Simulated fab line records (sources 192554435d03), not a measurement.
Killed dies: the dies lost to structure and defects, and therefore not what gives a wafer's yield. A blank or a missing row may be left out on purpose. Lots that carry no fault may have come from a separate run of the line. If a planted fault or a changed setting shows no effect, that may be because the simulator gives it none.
Chamber matching	flow n5_finfet	3 sister chambers for N5_BEOL_M12_DEP_53 on pecvd-01
The step deposits SiCN from 3MS/NH3, target thk 30 nm, time 10.5 s. 3 wafers are shown with their chamber, then 7 later ones without.

== WAFERS PAIRED WITH THEIR CHAMBERS ==
wafer	chamber	showerhead_plenum_p_Torr (Torr)
L968.3	0	4.166
L980.1	2	4.144
L980.4	1	4.189

== WAFERS MISSING THEIR CHAMBER ==
wafer	showerhead_plenum_p_Torr (Torr)
L980.6	4.166
L981.1	4.180
L981.3	4.147
L981.5	4.165
L982.2	4.165
L982.4	4.180
L982.6	4.140

== WHICH CHAMBER EACH WENT THROUGH ==
wafer	from the rows above	in truth
L980.6	0	0
L981.1	can't be placed: 1 or 0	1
L981.3	2	2
L981.5	0	0
L982.2	0	0
L982.4	can't be placed: 1 or 0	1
L982.6	2	2
5 of 7 placed correctly. Can't be placed from these rows: 2 (the true chamber is among the candidates in 2). 0 placed wrongly.
How it was worked out, from the rows above alone: a wafer's distance from a chamber is the root of the sum, over the readings, of the square of ((its reading less the chamber's mean) divided by the reading's scatter). If the next closest chamber is less than 2 further off than the closest, the wafer can't be placed; otherwise it belongs to the closest. The mean given for a chamber averages the wafers shown for that chamber. The scatter (one wafer shown for each chamber): square how far every hidden wafer sits from the nearest shown wafer, average those squares and take the square root.
